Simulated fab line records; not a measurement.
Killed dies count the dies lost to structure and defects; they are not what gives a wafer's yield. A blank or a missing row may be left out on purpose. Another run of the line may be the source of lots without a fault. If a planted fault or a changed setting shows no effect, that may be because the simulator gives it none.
Comparing a struck lot with a sound one    flow n5Finfet    16 steps out of a route of 1938
Sound: wafers L802.1, L802.2, L802.3. Struck: wafers L809.4, L809.5 (left out: L809.1, a lot-mate that was not struck); the cause follows at the end.
At each step with rows: each side's tool, then ch and its chambers, then its first start. Under that, the readings that differ: sound wafers    struck wafers    difference of the means    sigmas: that difference in standard deviations of wafers without a fault.
alike: readings whose means differ by less than 2 such deviations, and words and numbers that are the same on both sides. not compared: withheld readings, readings that some wafer has no value for, bounds like >300 that may hide the same value, and numbers for which the record gives no deviation and whose values overlap.
A row with sigmas, a row that says differs or no value, or rows on one side alone: a step with any of these is where the two part. Numbers that have no deviation but don't overlap get no sigmas and don't part them. A reading missing from all wafers of one side parts the sides only when that side holds two or more wafers.

first, 4 steps without rows for these wafers: N5_SD_EPI_N_SOFTBAKE_04 (time 60 s); N5_SD_EPI_N_EXPOSE_06 (exposes mask SD N BLK, target cd 120 nm); N5_SD_EPI_N_PEB_07 (peb time 60 s); N5_SD_EPI_N_DEVELOP_08 (develop time 30 s).
N5_SD_EPI_N_CD_MEAS_09: target cd 120 nm.
  sound on cdSem-02 ch 0, day 4 04:59; struck on cdSem-03 ch 0, day 6 03:38
reading    sound              struck       difference  sigmas
cdNm (nm)  118.5 118.4 118.8  120.6 119.9  +1.7        +3
N5_SD_EPI_N_OVL_MEAS_10:
  sound on overlay-01 ch 0, day 4 05:01; struck on overlay-02 ch 0, day 6 03:40
  alike: SD_N_BLK_OVL
N5_SD_EPI_N_INSPECT_11: inspects for defects (macro).
  sound on defectInspect-01 at day 4 05:03; struck on defectInspect-01 at day 6 03:41
  alike: rawDefectCount
N5_SD_EPI_N_DESCUM_14: chemistry O2, time 7.9 s.
  sound on rieDiel-04 ch 0,2,3, day 4 05:05; struck on rieDiel-04 ch 0,2, day 6 03:45
reading              sound        struck  difference                     sigmas
rfHoursCounterH (h)  232 180 213  - -     no value on the struck wafers  
  alike: drypumpMotorCurrentA, oesProductAu, rfVppV, showerheadPlenumPTorr, throttleValvePct
N5_SD_EPI_N_ETCH_34: etches SiARC in CF4, target depth 45.5 nm, time 75.8 s.
  sound on rieDiel-04 ch 0,2,3, day 4 05:07; struck on rieDiel-04 ch 0,2, day 6 03:47
reading              sound        struck  difference                     sigmas
rfHoursCounterH (h)  232 181 213  - -     no value on the struck wafers  
  alike: biasW, drypumpMotorCurrentA, etchRfOnTimeS, oesProductAu, rfVppV, showerheadPlenumPTorr, throttleValvePct
N5_SD_EPI_N_ETCH_35: etches SOC in N2/H2, overetch 108 nm, time 486 s.
  sound on rieDiel-04 ch 0,2,3, day 4 05:10; struck on rieDiel-04 ch 0,2, day 6 03:50
reading              sound        struck  difference                     sigmas
rfHoursCounterH (h)  232 181 214  - -     no value on the struck wafers  
  alike: biasW, drypumpMotorCurrentA, oesProductAu, rfVppV, showerheadPlenumPTorr, throttleValvePct
then, 1 step without rows for these wafers: N5_SD_EPI_N_STRIP_36 (strips in N2/H2).
N5_SD_EPI_N_ETCHBACK_44: etches SiNx in CH3F/O2, stops on SiO2, target depth 14.5 nm.
  sound on rieDiel-04 ch 0,2,3, day 4 05:30; struck on rieDiel-04 ch 0,2, day 6 04:10
reading              sound              struck       difference                     sigmas
biasW (W)            73.00 72.72 73.09  73.47 73.38  +0.49                          +2
rfHoursCounterH (h)  232 181 214        - -          no value on the struck wafers  
  alike: CH3F_flow_sccm, drypumpMotorCurrentA, oes_ar_750_au, oesProductAu, rfVppV, showerheadPlenumPTorr, throttleValvePct
N5_SD_EPI_N_ETCH_45: etches SiOCN in CH3F/O2, target depth 6 nm.
  sound on rieDiel-04 ch 0,2,3, day 4 05:36; struck on rieDiel-04 ch 0,2, day 6 04:16
reading                  sound              struck      difference                     sigmas
rfHoursCounterH (h)      232 181 214        - -         no value on the struck wafers  
model.etch.depthNm (nm)  5.936 5.839 6.195  2.57 2.645  -3.38                          
  alike: CH3F_flow_sccm, biasW, drypumpMotorCurrentA, oesProductAu, rfVppV, showerheadPlenumPTorr, throttleValvePct
N5_SD_EPI_N_ETCH_16: etches SiO2 in CHF3/O2, target depth 5 nm.
  sound on rieDiel-04 ch 0,2,3, day 4 05:42; struck on rieDiel-04 ch 0,2, day 6 04:22
reading              sound        struck  difference                     sigmas
rfHoursCounterH (h)  232 181 214  - -     no value on the struck wafers  
  alike: biasW, drypumpMotorCurrentA, oes_ar_750_au, oesProductAu, rfVppV, showerheadPlenumPTorr, throttleValvePct
-- a jump in the record: the struck wafers' starts before and after are 5 days apart (it breaks off in module SD_EPI_N and resumes in module BEOL_M4, where the first step shown is number 1111 of the route) --
N5_BEOL_M4_RC_MEAS_101:
  sound on prober-02 ch 0, day 9 03:44; struck on prober-02 ch 0, day 10 22:44
reading        sound        struck   difference  sigmas
ION_N (uA/um)  684 697 687  645 631  -51         -3
ION_P (uA/um)  469 476 471  456 444  -22         -2
  alike: DIBL_N, DIBL_P, IOFF_N, IOFF_P, SS_N, SS_P, VT_N, VT_P
-- a jump in the record: the struck wafers' starts before and after are 5 days apart (it breaks off in module BEOL_M4 and resumes in module PASSIVATION, where the first step shown is number 1936 of the route) --
N5_PASSIVATION_PROBE_49:
  sound on prober-01 at day 13 04:19; struck on prober-02 at day 15 11:02
reading               sound  struck    difference  sigmas
killedShort           15     34 33     +18         +2
sort_bin_8_speed (%)  0      0 15      +8          +2
sortNPass             1102   1073 906  -112        -3
sortYieldPct (%)      93     91 77     -9          -3
  alike: defectLimitedYield, killed_at_M0_to_M3, killed_at_M4_up, killedAtContacts, killedAtFrontEnd, killedAtOther, killedDies, killedOpen, sort_bin_5_function, sort_bin_6_memory

WHERE THEY PART
First at N5_SD_EPI_N_CD_MEAS_09; last, within this record, at N5_PASSIVATION_PROBE_49.

WHY: whatever the simulator had introduced
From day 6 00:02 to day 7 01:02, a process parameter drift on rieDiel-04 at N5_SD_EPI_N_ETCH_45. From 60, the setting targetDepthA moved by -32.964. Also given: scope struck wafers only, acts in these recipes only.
